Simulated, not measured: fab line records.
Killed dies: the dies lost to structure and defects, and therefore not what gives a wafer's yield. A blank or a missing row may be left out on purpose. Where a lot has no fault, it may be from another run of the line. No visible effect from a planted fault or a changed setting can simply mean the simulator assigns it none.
fab line records	flow nand_harc
record: lots: 12	wafers: 36	last_day: 24
route steps=1159 shown A_CHANNEL_FILL_D1@492 END@1159
lots that met no fault: from a run of the same line without faults
start_h: hours from the record's first day to the start of the lot's first wafer shown	wait_h: how many hours have passed since the lot's step before this one	" same as the row above	L1.1+2: a row that stands for several wafers	- no value present, or no start provided	* or withheld: withheld	< > ~ a bound
route shown NAME@n: NAME is a module with steps in the file, n the number in the route of the first one	usual: average and standard deviation across the fault-free wafers	same: alike in all rows	chamber/n: place in a boat	sites: the reading at each site	_std_site: standard deviation of those values	_edge_site: outer sites' mean less inner sites'	radius_mm: for every site, how far away it sits from the centre of the wafer	mask NAME#n: copy n	behind: tool/chamber where the wafer was last shaped	hold: cause of the lot's hold/its duration in hours/its outcome	device: names the non-switching transistor (n, p or np)	end of line: the same wafers' tests at the end of the route	a step with no rows: only its recipe	killed: not the wafer's yield, but the dies lost to structure and defects at the first sort	map: per-die view of a wafer (x killed, . not killed, _ where there is no die)
set.NAME: setting as actually run; set.NAME@STEP: the setting as run at that earlier step	model.NAME: the simulator's own value behind a step, which no gauge read
one table for each step of the route and one row for each wafer, over a sample of lots
services: a tool's chamber out of use, with start hour (start_h, from the record's first day; less than 0 if before it), hours out, and reason
== steps ==
step: NHARC_A_CHANNEL_FILL_D1_ALD_02
recipe: target_thk_a: 60	pulse_time_s: 10	ald_cycles: 60	temp_c: 300	material: SiO2
usual: ald_cycles: 60/0	heater_power_w: 497/66	precursor_pulse_height_rel: 1.000/0.02
lot.wafer	tool	chamber	start_h	wait_h	ald_cycles	heater_power_w	precursor_pulse_height_rel
L547.3	ald_hk-01	0	178.74	-	60	428	0.995
L547.4	"	3	"	"	60	597	0.994
L547.6	"	1	"	"	60	565	0.967
L551.1	ald_hk-01	1	213.94	-	60	563	0.984
L551.5	"	2	"	"	60	439	1.043
L551.6	"	3	"	"	60	590	0.984
L554.1	ald_hk-04	1	228.62	-	60	584	1.037
L554.4	"	3	"	"	60	513	0.999
L554.5	"	2	"	"	60	502	0.976
L553.1	ald_hk-04	3	229.90	-	60	519	0.978
L553.6	"	2	"	"	60	501	1.004
L553.5	"	3	"	"	60	507	1.006
L557.2	ald_hk-01	3	261.07	-	60	602	0.987
L557.3	"	0	"	"	60	461	0.996
L557.5	"	1	"	"	60	571	1.000
L558.2	ald_hk-01	0	265.29	-	60	474	0.972
L558.6	"	1	"	"	60	559	1.018
L558.5	"	2	"	"	60	437	1.016
L560.2	ald_hk-01	2	270.25	-	67	454	1.005
L560.4	"	0	"	"	67	468	1.011
L560.1	"	1	"	"	67	556	1.030
L561.2	ald_hk-01	3	273.39	-	67	594	0.996
L561.4	"	0	"	"	67	464	0.996
L561.5	"	3	"	"	67	599	0.992
L563.3	ald_hk-01	3	281.94	-	67	599	1.005
L563.6	"	0	"	"	67	471	1.013
L563.5	"	1	"	"	67	555	1.001
L567.3	ald_hk-04	2	305.36	-	60	504	0.994
L567.5	"	0	"	"	60	497	1.004
L567.6	"	1	"	"	60	569	1.019
L566.2	ald_hk-04	1	305.78	-	60	587	1.015
L566.1	"	2	"	"	60	505	0.985
L566.5	"	2	"	"	60	500	0.996
L568.4	ald_hk-02	3	308.26	-	60	461	1.002
L568.1	"	0	"	"	60	454	1.046
L568.6	"	2	"	"	60	400	1.016
step: NHARC_A_CHANNEL_FILL_D1_ALD_16
recipe: target_thk_a: 15	pulse_time_s: 10	ald_cycles: 15	temp_c: 300	material: SiO2
usual: ald_cycles: 15/0	heater_power_w: 514/61	precursor_pulse_height_rel: 1.001/0.019
lot.wafer	tool	chamber	start_h	wait_h	ald_cycles	heater_power_w	precursor_pulse_height_rel
L547.4	ald_hk-01	1	191.34	0.4	15	565	1.026
L547.3	"	2	"	"	15	451	1.002
L547.6	"	1	"	"	15	565	1.033
L551.1	ald_hk-01	0	226.24	0.1	15	423	1.038
L551.5	"	2	"	"	15	442	1.012
L551.6	"	3	"	"	15	614	0.984
L553.1	ald_hk-04	3	243.42	0.0	15	503	0.982
L553.6	"	3	"	"	15	517	1.025
L553.5	"	0	"	"	15	502	1.030
L554.4	ald_hk-01	1	243.47	0.1	15	553	1.022
L554.1	"	2	"	"	15	443	1.003
L554.5	"	0	"	"	15	465	0.993
L557.3	ald_hk-04	0	276.82	1.0	15	489	0.989
L557.2	"	2	"	"	15	509	1.022
L557.5	"	3	"	"	15	533	0.942
L558.2	ald_hk-04	3	277.01	1.2	15	522	1.012
L558.6	"	1	"	"	15	595	0.985
L558.5	"	2	"	"	15	501	0.998
L560.2	ald_hk-01	3	283.10	0.0	15	610	0.993
L560.1	"	0	"	"	15	460	1.043
L560.4	"	2	"	"	15	449	1.002
L561.4	ald_hk-04	1	283.15	0.1	15	588	1.017
L561.2	"	2	"	"	15	504	0.982
L561.5	"	0	"	"	15	488	1.054
L563.3	ald_hk-01	0	294.03	0.2	15	472	0.994
L563.6	"	1	"	"	15	565	1.007
L563.5	"	2	"	"	15	440	0.994
L566.2	ald_hk-04	2	317.45	0.1	15	510	1.006
L566.1	"	3	"	"	15	514	0.982
L566.5	"	1	"	"	15	585	0.984
L567.3	ald_hk-01	2	317.48	0.1	15	428	1.006
L567.5	"	3	"	"	15	597	1.017
L567.6	"	0	"	"	15	470	0.984
L568.1	ald_hk-01	3	320.56	0.3	15	602	1.020
L568.4	"	0	"	"	15	476	0.988
L568.6	"	0	"	"	15	470	1.013
step: NHARC_A_CHANNEL_FILL_D1_ETCHBACK_19
recipe: target_depth_a: 50	time_s: 1.7	hbr_flow_sccm: 150	cl2_flow_sccm: 50	rf_w: 400	icp_w: 400	bias_w: 100	chemistry: HBr/Cl2
usual: drypump_motor_current_A: 5.7/0.51	oes_product_au: 0.995/0.012	throttle_valve_pct: 26.407/0.0081
same: time_s: 1.7
lot.wafer	tool	chamber	start_h	wait_h	drypump_motor_current_A	oes_product_au	rf_hours_counter_h	throttle_valve_pct
L547.4	rie_si-06	1	204.98	0.4	5.6	0.987	0.1	26.409
L547.3	"	3	"	"	4.7	0.990	0.1	26.394
L547.6	"	0	"	"	5.9	1.013	-	26.406
L551.1	rie_si-02	1	237.95	0.4	5.1	0.989	0.2	26.408
L551.5	"	1	"	"	5.1	0.994	-	26.402
L551.6	"	2	"	"	5.9	0.995	-	26.415
L554.1	rie_si-01	1	255.26	0.4	5.8	1.004	1.2	26.414
L554.4	"	0	"	"	5.5	0.999	1.1	26.408
L554.5	"	1	"	"	5.9	1.014	-	26.413
L553.1	rie_si-06	2	255.29	0.4	6.1	0.971	0.6	26.416
L553.5	"	0	"	"	5.9	1.008	-	26.404
L553.6	"	1	"	"	5.6	0.988	-	26.402
L557.3	rie_si-06	1	289.40	0.4	5.6	0.991	0.8	26.412
L557.2	"	2	"	"	6.2	0.982	0.9	26.401
L557.5	"	1	"	"	5.6	0.997	-	26.414
L558.2	rie_si-01	3	289.40	0.4	6.6	0.985	1.4	26.411
L558.6	"	2	"	"	6.5	1.015	-	26.394
L558.5	"	3	"	"	6.6	0.979	-	26.395
L560.1	rie_si-01	2	295.16	0.4	6.5	1.021	1.5	26.409
L560.4	"	0	"	"	5.5	1.000	1.5	26.417
L560.2	"	1	"	"	5.9	1.011	1.6	26.405
L561.2	rie_si-02	3	295.19	0.4	5.7	0.994	0.6	26.399
L561.4	"	0	"	"	5.5	1.006	0.6	26.407
L561.5	"	1	"	"	5.1	0.992	-	26.388
L563.3	rie_si-06	1	305.74	0.4	5.6	1.000	1.0	26.414
L563.6	"	1	"	"	5.6	0.997	-	26.400
L563.5	"	2	"	"	6.1	0.980	-	26.414
L568.4	rie_si-02	0	331.25	0.4	5.5	0.989	1.0	26.413
L568.1	"	3	"	"	5.7	0.979	1.0	26.409
L568.6	"	0	"	"	5.5	0.983	-	26.397
L566.1	rie_si-01	3	331.26	0.4	6.6	0.986	0.2	26.412
L566.2	"	1	"	"	5.9	0.992	0.1	26.417
L566.5	"	2	"	"	6.5	1.006	-	26.399
L567.3	rie_si-06	0	331.26	0.4	5.9	0.998	1.5	26.412
L567.6	"	3	"	"	4.7	1.003	-	26.410
L567.5	"	0	"	"	5.9	0.999	-	26.416
step: NHARC_A_CHANNEL_FILL_D1_STRIP_28
recipe: time_s: 20	o2_flow_sccm: 500	ar_flow_sccm: 0	bias_w: 0	chemistry: O2
usual: drypump_motor_current_A: 5.5/0.41	mfc_ar_sccm: 0.011/0.0085	o2_flow_sccm: 499.9/1.6	oes_product_au: 0.995/0.011	rf_vpp_V: 57.8/0.98	showerhead_plenum_p_Torr: 3.56/0.15	throttle_valve_pct: 17.036/0.0093
same: time_s: 20
lot.wafer	tool	chamber	start_h	wait_h	drypump_motor_current_A	mfc_ar_sccm	o2_flow_sccm	oes_product_au	rf_hours_counter_h	rf_vpp_V	showerhead_plenum_p_Torr	throttle_valve_pct
L547.3	rie_diel-11	3	205.19	0.1	5.7	0.013	501.0	0.987	1	57.4	3.46	17.033
L547.4	"	2	"	"	5.9	0.004	501.2	0.987	1	57.0	3.71	17.037
L547.6	"	0	"	"	5.6	0.026	499.5	0.978	-	56.0	3.29	17.036
L551.1	rie_diel-04	2	238.17	0.1	5.7	0.025	498.5	1.003	4	58.1	3.76	17.038
L551.6	"	2	"	"	5.7	0.025	499.5	1.000	-	58.3	3.76	17.031
L551.5	"	3	"	"	5.3	0.010	499.8	0.998	-	57.5	3.51	17.036
L554.1	rie_diel-04	1	255.49	0.1	6.1	0	500.1	0.997	5	57.1	3.31	17.048
L554.4	"	3	"	"	5.3	0.010	496.5	0.994	5	56.6	3.51	17.042
L554.5	"	0	"	"	5.1	0.014	499.4	1.008	-	58.9	3.65	17.036
L553.1	rie_diel-10	3	255.55	0.1	5.4	0.013	501.3	0.997	1	58.6	3.68	17.029
L553.5	"	1	"	"	4.9	0.007	501.4	1.002	-	58.3	3.75	17.030
L553.6	"	2	"	"	6.2	0.018	500.9	1.010	-	57.4	3.50	17.041
L558.2	rie_diel-11	1	289.67	0.1	5.0	0	501.4	0.999	18	58.9	3.64	17.031
L558.6	"	1	"	"	5.1	0	499.9	1.001	-	59.1	3.64	17.040
L558.5	"	2	"	"	5.8	0.004	500.7	0.999	-	58.2	3.70	17.044
L557.2	rie_diel-10	3	289.68	0.1	5.4	0.013	499.1	0.989	2	58.8	3.68	17.039
L557.3	"	2	"	"	6.2	0.018	500.1	1.001	2	58.2	3.50	17.036
L557.5	"	3	"	"	5.4	0.013	498.0	0.996	-	57.3	3.68	17.045
L561.4	rie_diel-10	1	295.39	0.1	4.9	0.007	503.1	0.991	3	57.7	3.75	17.027
L561.2	"	2	"	"	6.2	0.018	500.7	0.992	2	55.9	3.50	17.047
L561.5	"	1	"	"	4.9	0.007	499.1	0.996	-	58.6	3.75	17.058
L560.4	rie_diel-11	3	295.40	0.1	5.7	0.013	498.9	0.978	16	58.1	3.45	17.051
L560.1	"	0	"	"	5.6	0.026	498.3	1.007	17	58.1	3.28	17.043
L560.2	"	1	"	"	5.1	0	501.9	1.006	19	57.7	3.64	17.031
L563.3	rie_diel-10	2	305.97	0.1	6.2	0.018	502.4	1.000	3	57.4	3.50	17.040
L563.5	"	1	"	"	4.9	0.007	501.0	0.995	-	58.8	3.75	17.053
L563.6	"	2	"	"	6.2	0.018	502.6	1.001	-	57.5	3.50	17.027
L568.4	rie_diel-10	3	331.47	0.1	5.4	0.013	496.9	0.997	3	57.5	3.68	17.021
L568.1	"	2	"	"	6.2	0.018	500.3	0.995	3	57.5	3.50	17.020
L568.6	"	0	"	"	5.2	0	500.5	0.970	-	57.8	3.57	17.048
L566.1	rie_diel-04	2	331.47	0.1	5.7	0.025	498.8	0.995	1	56.7	3.76	17.042
L566.2	"	3	"	"	5.4	0.010	502.7	0.986	1	58.8	3.51	17.035
L566.5	"	1	"	"	6.2	0	501.4	1.002	-	56.3	3.31	17.039
L567.3	rie_diel-11	0	331.48	0.1	5.6	0.026	498.5	0.999	21	56.5	3.28	17.040
L567.5	"	2	"	"	5.9	0.004	499.9	0.998	-	57.7	3.70	17.042
L567.6	"	3	"	"	5.7	0.013	499.1	0.987	-	57.6	3.45	17.059
step: NHARC_END_SORT_01
recipe: temp_c: 25
usual: killed_at_array: 29/13	killed_at_other: 0.7/1	killed_at_periphery: 3.2/2.3	killed_dies: 33/13	killed_open: 3.3/1.7	killed_short: 2.0/1.5
same: gross_dies: 677
lot.wafer	tool	chamber	start_h	wait_h	killed_at_array	killed_at_other	killed_at_periphery	killed_dies	killed_open	killed_short
L547.3	prober-01	0	448.48	3.1	22	0	2	24	2	4
L547.4	prober-01	0	449.27	3.4	20	0	6	26	4	1
L547.6	prober-01	0	450.86	4.0	24	0	3	27	3	3
L551.1	prober-01	0	478.59	2.5	13	0	1	14	4	2
L551.5	prober-01	0	481.80	3.7	15	1	4	20	7	1
L551.6	prober-01	0	482.61	4.0	14	0	3	17	4	4
L554.1	prober-01	0	487.17	2.5	36	0	4	40	8	2
L554.4	prober-01	0	489.55	3.4	39	3	5	47	4	1
L554.5	prober-01	0	490.34	3.7	45	3	9	57	7	2
L553.1	prober-02	0	494.90	2.5	17	1	2	20	3	1
L553.5	prober-02	0	498.08	3.7	13	0	5	18	4	1
L553.6	prober-02	0	498.87	4.0	12	0	6	18	3	3
L557.2	prober-01	0	518.99	2.8	35	0	5	40	3	1
L557.3	prober-01	0	519.78	3.1	40	1	0	41	5	0
L557.5	prober-01	0	521.36	3.6	38	0	1	39	2	1
L558.2	prober-02	0	521.94	2.8	33	0	2	35	6	4
L558.5	prober-02	0	524.35	3.7	37	0	1	38	4	5
L558.6	prober-02	0	525.16	4.0	34	0	2	36	4	2
L560.1	prober-01	0	529.70	2.5	19	3	4	26	5	5
L560.2	prober-01	0	530.52	2.8	16	3	4	23	6	2
L560.4	prober-01	0	532.16	3.5	16	4	2	22	3	1
L561.2	prober-02	0	530.52	2.8	44	0	1	45	3	1
L561.4	prober-02	0	532.12	3.4	42	0	5	47	4	3
L561.5	prober-02	0	532.92	3.7	46	0	2	48	3	1
L563.3	prober-02	0	545.71	3.0	30	0	3	33	3	3
L563.5	prober-02	0	547.28	3.6	28	2	7	37	6	5
L563.6	prober-02	0	548.07	3.9	38	1	6	45	3	2
L566.1	prober-02	0	564.50	2.5	64	3	2	69	3	2
L566.2	prober-02	0	565.30	2.8	50	1	5	56	4	1
L566.5	prober-02	0	567.70	3.7	50	0	4	54	5	2
L568.1	prober-01	0	564.52	2.5	15	1	2	18	1	2
L568.4	prober-01	0	566.90	3.4	14	1	3	18	0	1
L568.6	prober-01	0	568.49	4.0	13	3	6	22	5	4
L567.3	prober-02	0	573.85	3.1	19	1	3	23	6	3
L567.5	prober-02	0	575.45	3.7	14	1	3	18	6	0
L567.6	prober-02	0	576.25	4.0	11	0	3	14	2	0
killed by level:class
L547.3 A_CHANNEL_HOLE_D1:chamber_film_flake=8 A_ZERO_WELL:chamber_film_flake=3 A_CONTACT:chamber_film_flake=3 A_CHANNEL_FILL_D1:geometric_particle:short=2 P_CONTACT:geometric_particle:open=1 A_ONON_D1:geometric_particle:short=1 A_CHANNEL_HOLE_D1:geometric_particle:open=1 A_WL_FILL:geometric_particle:short=1
L547.4 A_CHANNEL_HOLE_D1:chamber_film_flake=16 P_CONTACT:geometric_particle:open=2 P_M2:chamber_film_flake=2 A_STAIRCASE:chamber_film_flake=2 P_M0:geometric_particle:open=1 A_ONON_D1:geometric_particle:open=1 A_CHANNEL_FILL_D1:geometric_particle:short=1 P_STI:chamber_film_flake=1
L547.6 A_CHANNEL_HOLE_D1:chamber_film_flake=12 A_STAIRCASE:chamber_film_flake=3 P_CONTACT:chamber_film_flake=2 A_SGD_CUT:geometric_particle:open=1 A_SGD_CUT:geometric_particle:short=1 A_WL_FILL:geometric_particle:short=1 A_WL_FILL:geometric_particle:open=1 A_CONTACT:geometric_particle:short=1
L551.1 A_CONTACT:geometric_particle:open=2 A_CHANNEL_HOLE_D1:chamber_film_flake=2 A_STAIRCASE:chamber_film_flake=2 A_CONTACT:chamber_film_flake=2 P_M0:geometric_particle:open=1 A_ONON_D1:geometric_particle:short=1 A_CHANNEL_FILL_D1:geometric_particle:open=1 A_CONTACT:geometric_particle:short=1
L551.5 A_STAIRCASE:chamber_film_flake=5 A_CHANNEL_HOLE_D1:chamber_film_flake=3 A_M0:geometric_particle:open=2 P_ZERO_WELL:geometric_particle:open=1 P_M0:geometric_particle:open=1 P_M2:geometric_particle:open=1 A_CHANNEL_HOLE_D1:geometric_particle:open=1 A_CONTACT:geometric_particle:open=1
L551.6 A_STAIRCASE:chamber_film_flake=4 A_CHANNEL_HOLE_D1:chamber_film_flake=3 P_CONTACT:geometric_particle:open=1 P_M0:geometric_particle:open=1 A_ONON_D1:geometric_particle:short=1 A_CHANNEL_FILL_D1:geometric_particle:short=1 A_CHANNEL_FILL_D1:geometric_particle:open=1 A_SGD_CUT:geometric_particle:short=1
L554.1 A_CHANNEL_HOLE_D1:chamber_film_flake=13 A_SLIT:chamber_film_flake=8 A_CHANNEL_FILL_D1:geometric_particle:open=3 A_STAIRCASE:chamber_film_flake=3 P_ZERO_WELL:chamber_film_flake=2 A_CONTACT:chamber_film_flake=2 P_CONTACT:geometric_particle:short=1 P_CONTACT:geometric_particle:open=1
L554.4 A_CHANNEL_HOLE_D1:chamber_film_flake=11 A_SLIT:chamber_film_flake=11 A_STAIRCASE:chamber_film_flake=8 P_ZERO_WELL:chamber_film_flake=5 HYBRID_BOND:chamber_film_flake=3 A_CONTACT:chamber_film_flake=3 A_CONTACT:geometric_particle:open=2 A_CHANNEL_HOLE_D1:geometric_particle:open=1
L554.5 A_CHANNEL_HOLE_D1:chamber_film_flake=14 A_SLIT:chamber_film_flake=11 A_STAIRCASE:chamber_film_flake=6 A_CONTACT:chamber_film_flake=5 A_ZERO_WELL:chamber_film_flake=4 HYBRID_BOND:chamber_film_flake=3 P_CONTACT:geometric_particle:open=2 P_ZERO_WELL:chamber_film_flake=2
L553.1 A_CONTACT:chamber_film_flake=6 A_CHANNEL_HOLE_D1:chamber_film_flake=4 A_ONON_D1:geometric_particle:open=2 A_STAIRCASE:chamber_film_flake=2 A_CHANNEL_FILL_D1:geometric_particle:short=1 A_CONTACT:geometric_particle:open=1 P_STI:chamber_film_flake=1 P_GATE:chamber_film_flake=1
L553.5 A_STAIRCASE:chamber_film_flake=6 A_CHANNEL_HOLE_D1:chamber_film_flake=3 P_GATE:geometric_particle:open=1 P_CONTACT:geometric_particle:open=1 P_M0:geometric_particle:open=1 A_ONON_D1:geometric_particle:short=1 A_CHANNEL_FILL_D1:geometric_particle:open=1 P_ZERO_WELL:chamber_film_flake=1
L553.6 A_CONTACT:chamber_film_flake=4 P_GATE:chamber_film_flake=3 A_CHANNEL_HOLE_D1:chamber_film_flake=3 A_CONTACT:geometric_particle:open=2 A_STAIRCASE:chamber_film_flake=2 P_CONTACT:geometric_particle:short=1 P_CONTACT:geometric_particle:open=1 P_M0:geometric_particle:short=1
L557.2 A_SLIT:chamber_film_flake=15 A_CHANNEL_HOLE_D1:chamber_film_flake=13 A_CONTACT:chamber_film_flake=4 P_CONTACT:geometric_particle:open=1 P_CONTACT:geometric_particle:short=1 A_WL_FILL:geometric_particle:open=1 A_CONTACT:geometric_particle:open=1 P_ZERO_WELL:chamber_film_flake=1
L557.3 A_CHANNEL_HOLE_D1:chamber_film_flake=19 A_SLIT:chamber_film_flake=10 A_CONTACT:chamber_film_flake=3 A_BLC:geometric_particle:open=2 A_ZERO_WELL:chamber_film_flake=2 A_ONON_D1:geometric_particle:open=1 A_M1:geometric_particle:open=1 STARTING-WAFER:geometric_particle:open=1
L557.5 A_CHANNEL_HOLE_D1:chamber_film_flake=21 A_SLIT:chamber_film_flake=11 A_ZERO_WELL:chamber_film_flake=2 A_CONTACT:chamber_film_flake=2 P_CONTACT:geometric_particle:open=1 A_ONON_D1:geometric_particle:short=1 A_M0:geometric_particle:open=1
L558.2 A_CHANNEL_HOLE_D1:chamber_film_flake=17 A_CONTACT:chamber_film_flake=6 A_CONTACT:geometric_particle:open=2 A_M1:geometric_particle:short=2 A_M1:geometric_particle:open=2 P_M1:chamber_film_flake=2 A_CHANNEL_FILL_D1:geometric_particle:open=1 A_CHANNEL_FILL_D1:geometric_particle:short=1
L558.5 A_CHANNEL_HOLE_D1:chamber_film_flake=20 A_CONTACT:chamber_film_flake=7 A_CONTACT:geometric_particle:short=2 A_ZERO_WELL:chamber_film_flake=2 P_M0:geometric_particle:open=1 A_ONON_D1:geometric_particle:open=1 A_SGD_CUT:geometric_particle:short=1 A_WL_FILL:geometric_particle:short=1
L558.6 A_CHANNEL_HOLE_D1:chamber_film_flake=20 A_CONTACT:chamber_film_flake=5 A_ZERO_WELL:chamber_film_flake=3 P_M0:geometric_particle:short=1 A_CHANNEL_HOLE_D1:geometric_particle:open=1 A_CHANNEL_FILL_D1:geometric_particle:open=1 A_STAIRCASE:geometric_particle:open=1 A_WL_FILL:geometric_particle:open=1
L560.1 A_CHANNEL_HOLE_D1:chamber_film_flake=7 A_STAIRCASE:chamber_film_flake=4 THIN_TSV:chamber_film_flake=3 P_M2:geometric_particle:open=2 A_CONTACT:chamber_film_flake=2 P_M0:geometric_particle:short=1 P_M1:geometric_particle:short=1 A_ONON_D1:geometric_particle:open=1
L560.2 A_CHANNEL_HOLE_D1:chamber_film_flake=6 THIN_TSV:chamber_film_flake=3 P_CONTACT:geometric_particle:open=2 P_STI:chamber_film_flake=2 A_CONTACT:chamber_film_flake=2 A_CHANNEL_FILL_D1:geometric_particle:short=1 A_CHANNEL_FILL_D1:geometric_particle:open=1 A_WL_FILL:geometric_particle:short=1
L561.2 A_SLIT:chamber_film_flake=17 A_CHANNEL_HOLE_D1:chamber_film_flake=16 A_SGD_CUT:chamber_film_flake=4 A_CONTACT:chamber_film_flake=3 P_GATE:geometric_particle:open=1 A_CHANNEL_FILL_D1:geometric_particle:open=1 A_WL_FILL:geometric_particle:short=1 A_CONTACT:geometric_particle:open=1
L561.4 A_CHANNEL_HOLE_D1:chamber_film_flake=19 A_SLIT:chamber_film_flake=13 A_SGD_CUT:chamber_film_flake=3 A_CONTACT:chamber_film_flake=3 P_GATE:geometric_particle:open=1 P_CONTACT:geometric_particle:open=1 P_M1:geometric_particle:open=1 A_CHANNEL_FILL_D1:geometric_particle:open=1
L560.4 A_CONTACT:chamber_film_flake=5 THIN_TSV:chamber_film_flake=4 P_STI:chamber_film_flake=2 A_CHANNEL_HOLE_D1:chamber_film_flake=2 A_STAIRCASE:chamber_film_flake=2 A_SLIT:chamber_film_flake=2 A_SOURCE_PLATE:geometric_particle:short=1 A_CHANNEL_FILL_D1:geometric_particle:open=1
L561.5 A_CHANNEL_HOLE_D1:chamber_film_flake=26 A_SLIT:chamber_film_flake=10 A_CONTACT:chamber_film_flake=5 A_ONON_D1:geometric_particle:open=2 A_CONTACT:geometric_particle:open=1 A_BLC:geometric_particle:short=1 P_STI:chamber_film_flake=1 P_GATE:chamber_film_flake=1
L563.3 A_SLIT:chamber_film_flake=13 A_CHANNEL_HOLE_D1:chamber_film_flake=6 A_CONTACT:chamber_film_flake=5 P_GATE:chamber_film_flake=2 P_M0:geometric_particle:short=1 A_SOURCE_PLATE:geometric_particle:short=1 A_SOURCE_PLATE:geometric_particle:open=1 A_ONON_D1:geometric_particle:open=1
L563.5 A_SLIT:chamber_film_flake=11 A_CHANNEL_HOLE_D1:chamber_film_flake=4 A_CONTACT:chamber_film_flake=4 P_M0:geometric_particle:short=2 P_GATE:chamber_film_flake=2 P_M0:chamber_film_flake=2 A_ONON_D1:geometric_particle:open=1 A_CHANNEL_HOLE_D1:geometric_particle:open=1
L563.6 A_SLIT:chamber_film_flake=19 A_CHANNEL_HOLE_D1:chamber_film_flake=5 A_CONTACT:chamber_film_flake=5 P_GATE:chamber_film_flake=2 P_M0:chamber_film_flake=2 A_STAIRCASE:chamber_film_flake=2 P_CONTACT:geometric_particle:open=1 A_ONON_D1:geometric_particle:short=1
L566.1 A_CHANNEL_HOLE_D1:chamber_film_flake=32 A_SLIT:chamber_film_flake=15 A_M1:chamber_film_flake=5 A_CONTACT:chamber_film_flake=3 A_BLC:chamber_film_flake=3 A_WL_FILL:geometric_particle:short=2 A_ZERO_WELL:chamber_film_flake=2 THIN_TSV:chamber_film_flake=2
L568.1 A_CHANNEL_HOLE_D1:chamber_film_flake=8 A_ONON_D1:geometric_particle:short=2 A_WL_FILL:chamber_film_flake=2 A_ONON_D1:geometric_particle:open=1 P_ZERO_WELL:chamber_film_flake=1 P_M0:chamber_film_flake=1 A_STAIRCASE:chamber_film_flake=1 A_M1:chamber_film_flake=1
L566.2 A_SLIT:chamber_film_flake=19 A_CHANNEL_HOLE_D1:chamber_film_flake=17 A_M1:chamber_film_flake=4 A_WL_FILL:geometric_particle:open=2 P_M0:chamber_film_flake=2 A_ZERO_WELL:chamber_film_flake=2 A_CONTACT:chamber_film_flake=2 A_BLC:chamber_film_flake=2
L568.4 A_M1:chamber_film_flake=6 A_CHANNEL_HOLE_D1:chamber_film_flake=4 P_M0:chamber_film_flake=3 A_WL_FILL:chamber_film_flake=2 A_ONON_D1:geometric_particle:short=1 A_CONTACT:chamber_film_flake=1 THIN_TSV:chamber_film_flake=1
L566.5 A_CHANNEL_HOLE_D1:chamber_film_flake=19 A_SLIT:chamber_film_flake=16 A_CONTACT:geometric_particle:open=4 P_M0:chamber_film_flake=3 A_BLC:chamber_film_flake=3 A_CONTACT:chamber_film_flake=2 A_M1:chamber_film_flake=2 P_CONTACT:geometric_particle:short=1
L568.6 P_GATE:chamber_film_flake=3 A_M1:chamber_film_flake=3 P_M0:geometric_particle:open=2 A_CHANNEL_FILL_D1:geometric_particle:short=2 A_CHANNEL_HOLE_D1:chamber_film_flake=2 THIN_TSV:chamber_film_flake=2 A_SOURCE_PLATE:geometric_particle:short=1 A_CHANNEL_FILL_D1:geometric_particle:open=1
L567.3 A_CHANNEL_HOLE_D1:chamber_film_flake=8 A_CONTACT:geometric_particle:open=2 A_M0:geometric_particle:open=2 A_CONTACT:chamber_film_flake=2 P_M1:geometric_particle:short=1 P_M2:geometric_particle:open=1 A_CHANNEL_HOLE_D1:geometric_particle:short=1 A_CHANNEL_FILL_D1:geometric_particle:open=1
L567.5 A_CHANNEL_HOLE_D1:chamber_film_flake=6 A_WL_FILL:chamber_film_flake=3 A_M0:geometric_particle:open=2 P_GATE:geometric_particle:open=1 P_M0:geometric_particle:open=1 A_CHANNEL_HOLE_D1:geometric_particle:open=1 A_CONTACT:geometric_particle:open=1 P_GATE:chamber_film_flake=1
L567.6 A_CHANNEL_HOLE_D1:chamber_film_flake=5 A_WL_FILL:chamber_film_flake=3 P_STI:chamber_film_flake=2 P_M0:geometric_particle:open=1 A_BLC:geometric_particle:open=1 A_STAIRCASE:chamber_film_flake=1 A_CONTACT:chamber_film_flake=1
== services ==
tool	chamber	start_h	hours	kind
rie_diel-11	2	161.62	1.9	repair
rie_diel-10	-	176.50	9.0	pm
rie_si-06	1	177.27	5.4	repair
rie_si-06	-	183.00	9.0	pm
rie_diel-04	-	186.45	3.6	repair
rie_diel-11	-	190.06	9.0	pm
rie_si-02	-	211.00	9.0	pm
rie_diel-10	-	219.34	0.7	repair
rie_diel-04	2	219.62	17.1	repair
rie_diel-11	3	226.09	2.5	repair
rie_diel-11	2	226.40	2.0	repair
rie_diel-11	0	229.34	2.6	repair
rie_si-01	2	230.78	5.3	repair
ald_hk-01	-	231.04	10.0	pm
ald_hk-01	-	256.30	0.9	repair
rie_diel-04	3	266.83	8.2	repair
rie_diel-10	3	268.01	5.5	repair
rie_si-02	0	273.70	4.8	repair
rie_diel-11	-	275.80	0.7	repair
rie_si-06	2	296.81	6.1	repair
rie_si-06	-	297.93	1.4	repair
rie_si-01	3	299.21	7.1	repair
rie_si-01	-	304.00	9.0	pm
rie_si-06	2	306.17	11.1	repair
== key ==
first_sign: step: NHARC_A_CHANNEL_FILL_D1_ALD_02	reading: ald_cycles	direction: up	sigmas: 99+	usual: 60	struck: 67
effect none on later readings
met_at NHARC_A_CHANNEL_FILL_D1_ALD_02
struck_lots L560,L561,L563
tester_left_out L560,L561,L563
not_acting_at NHARC_A_CHANNEL_FILL_D1_ALD_16,NHARC_A_CHANNEL_FILL_D1_ETCHBACK_19,NHARC_A_CHANNEL_FILL_D1_STRIP_28
onset_between 265.29 270.25
fault: kind: process_parameter_drift	tool: ald_hk-01	chamber: -	onset_h: 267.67	steps: NHARC_A_CHANNEL_FILL_D1_ALD_02	channel: ald_cycles	offset: 7	shape: step	end_h: 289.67	acts_in: these_recipes_only	stated: 60
tester_left_out: of these lots the tester's yield and bins aren't shown, on N5 and GAA mostly nor the transistor test; their killed dies are dies lost to structure and defects alone, not to doping, threshold or leakage, so they don't give the yield
